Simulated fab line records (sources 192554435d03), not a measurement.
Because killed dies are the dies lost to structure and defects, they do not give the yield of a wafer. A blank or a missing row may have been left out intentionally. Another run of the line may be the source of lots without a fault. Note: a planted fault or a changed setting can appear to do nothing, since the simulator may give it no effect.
Split-lot study	flow n5 finfet	7 lots, 39 wafers read, on a route of 1938 steps

THE SPLIT ITSELF
At N5_BEOL_M5_TRENCH_ETCH_37 (etches SiCOH lowk in C4F6/O2, target depth 71.652 nm, time 24.7 s), the setting target depth a was moved away from the recipe's 716.52 angstrom on 15 of the 39 wafers read, by -46.5% to +23.2%. This setting was run at the recipe's value on the other wafers.

FROM THE SPLIT TO THE READING: what the file shows between them, 13 steps
- N5_BEOL_M5_ETCH_41: etches SiCN in CH3F/O2, target depth 31.5 nm, time 56.7 s
- N5_BEOL_M5_STRIP_91: strips in N2/H2, time 10 s
- N5_BEOL_M5_OCD_MEAS_38
- N5_BEOL_M5_HM_STRIP_39: strips TiN in peroxide tin strip, target depth 25 nm, time 158 s
- N5_BEOL_M5_SRD_40: time 30 s
- N5_BEOL_M5_ECD_50: material Cu, target thk 300 nm
- N5_BEOL_M5_ANNEAL_51: time 90 s
- N5_BEOL_M5_CMP_52: polishes, stops on SiCOH lowk, t overpolish 6.9 s, target thk 62 nm
- N5_BEOL_M5_THK_MEAS_53: measures by xrf
- N5_BEOL_M5_PRE_CLEAN_77: time 15 s
- N5_BEOL_M5_CO_CAP_78: material Co, precursor CCTBA/H2, target thk 2 nm, time 102.1 s
- N5_BEOL_M5_PRE_CLEAN_55: time 15 s
- N5_BEOL_M5_DEP_56: deposits SiCN from 3MS/NH3, target thk 8 nm, time 14 s

THE READING
M5_RS (ohm/sq), read at N5_BEOL_M5_RS_MEAS_57 with a four-point probe. On this fab line, fault-free wafers typically give 0.385 ohm/sq with a standard deviation of 0.013 ohm/sq.

wafer	tool, chamber at the split	target depth a as run, angstrom	against the recipe	M5_RS, ohm/sq	against lot-mates on the recipe
L074.1	rie diel-04, 2	716.52	recipe	0.368	-
L074.2	rie diel-04, 0	477.1	-33.4%	0.660	+0.293
L074.3	rie diel-04, 3	477.1	-33.4%	0.739	+0.372
L074.4	rie diel-04, 1	716.52	recipe	0.372	-
L074.5	rie diel-04, 3	477.1	-33.4%	0.674	+0.307
L074.6	rie diel-04, 2	716.52	recipe	0.362	-
L077.1	rie diel-05, 1	716.52	recipe	0.374	-
L077.2	rie diel-05, 3	417.2	-41.8%	0.799	+0.419
L077.3	rie diel-05, 0	417.2	-41.8%	0.882	+0.502
L077.4	rie diel-05, 3	716.52	recipe	0.381	-
L077.5	rie diel-05, 0	716.52	recipe	0.385	-
L077.6	rie diel-05, 1	417.2	-41.8%	0.820	+0.440
L076.1	rie diel-03, 1	882.5	+23.2%	0.298	-0.089
L076.2	rie diel-03, 2	716.52	recipe	0.394	-
L076.3	rie diel-03, 3	716.52	recipe	0.387	-
L076.4	rie diel-03, 0	882.5	+23.2%	0.292	-0.095
L076.5	rie diel-03, 3	882.5	+23.2%	0.296	-0.091
L076.6	rie diel-03, 2	716.52	recipe	0.380	-
L090.1	rie diel-05, 0	716.52	recipe	0.370	-
L090.2	rie diel-05, 1	716.52	recipe	0.384	-
L090.3	rie diel-05, 3	716.52	recipe	0.376	-
L090.4	rie diel-05, 2	716.52	recipe	0.381	-
L090.5	rie diel-05, 0	716.52	recipe	0.376	-
L090.6	rie diel-05, 1	716.52	recipe	0.380	-
L091.1	rie diel-03, 1	716.52	recipe	0.397	-
L091.2	rie diel-03, 0	716.52	recipe	0.388	-
L091.4	rie diel-03, 3	716.52	recipe	0.374	-
L092.1	rie diel-03, 1	716.52	recipe	0.417	-
L092.2	rie diel-03, 2	716.52	recipe	0.372	-
L092.3	rie diel-03, 3	716.52	recipe	0.381	-
L092.4	rie diel-03, 0	606	-15.4%	0.513	+0.123
L092.5	rie diel-03, 1	606	-15.4%	0.524	+0.134
L092.6	rie diel-03, 0	606	-15.4%	0.479	+0.089
L096.1	rie diel-04, 0	383.3	-46.5%	1.098	+0.699
L096.2	rie diel-04, 2	383.3	-46.5%	1.145	+0.746
L096.3	rie diel-04, 3	716.52	recipe	0.401	-
L096.4	rie diel-04, 3	716.52	recipe	0.396	-
L096.5	rie diel-04, 0	383.3	-46.5%	1.063	+0.664
L096.6	rie diel-04, 2	716.52	recipe	0.400	-

FIT RESULTS
A straight line over all 39 wafers: M5_RS changes by -0.0111 ohm/sq for each +1% of target depth a; r = -0.94; the points scatter about the line by 0.079 ohm/sq.
The same after taking each lot's own level away (the mean of its wafers on the recipe; 39 wafers): -0.0111 ohm/sq for each +1%; r = -0.95; scatter 0.074 ohm/sq.
On that fit, the largest move of target depth a shifts the reading by 0.52 ohm/sq.
Across the lots, their own levels run from 0.3673 to 0.3990 ohm/sq, a range of 2.4 times the standard deviation given above.
The two slopes agree, so the slope changes little with the lot-to-lot level.
Check: +0.51 ohm/sq against its lot-mates is what the line predicts for one of the wafers moved furthest among these (-46.5%) when that wafer is left out of the fit. It came out at +0.699 ohm/sq against them.

THE WHOLE CHAIN: every reading that the file lists as answering this split, in the file's order
step	what it does	reading	change (the file's fit)	r (the file's)
N5_BEOL_M5_TRENCH_ETCH_37	etches SiCOH lowk in C4F6/O2, target depth 71.652 nm, time 24.7 s	etch.depth nm (the simulator's own value, which no gauge read)	+0.719 nm for each +1% of the setting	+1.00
N5_BEOL_M5_TRENCH_ETCH_37	etches SiCOH lowk in C4F6/O2, target depth 71.652 nm, time 24.7 s	BEOL_M5.feature depth nm (the simulator's own value, which no gauge read)	+0.719 nm for each +1% of the setting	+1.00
N5_BEOL_M5_TRENCH_ETCH_37	etches SiCOH lowk in C4F6/O2, target depth 71.652 nm, time 24.7 s	TiN_of_BEOL_M5_HM_DEP_02.thk nm (the simulator's own value, which no gauge read)	-0.0224 nm for each +1% of the setting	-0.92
N5_BEOL_M5_OCD_MEAS_38		trench depth nm	+0.72 nm for each +1% of the setting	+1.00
N5_BEOL_M5_CMP_52	polishes, stops on SiCOH lowk, t overpolish 6.9 s, target thk 62 nm	Cu_of_BEOL_M5_ECD_50.thk nm (the simulator's own value, which no gauge read)	+0.718 nm for each +1% of the setting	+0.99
N5_BEOL_M5_THK_MEAS_53	measures by xrf	M5_THK	+0.728 for each +1% of the setting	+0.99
N5_BEOL_M5_RS_MEAS_57	measures by four-point-probe	M5_RS	-0.0114 for each +1% of the setting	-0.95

FILE'S OWN FIT
M5_RS changes by -0.0114 ohm/sq for each +1% of target depth a, r = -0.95.
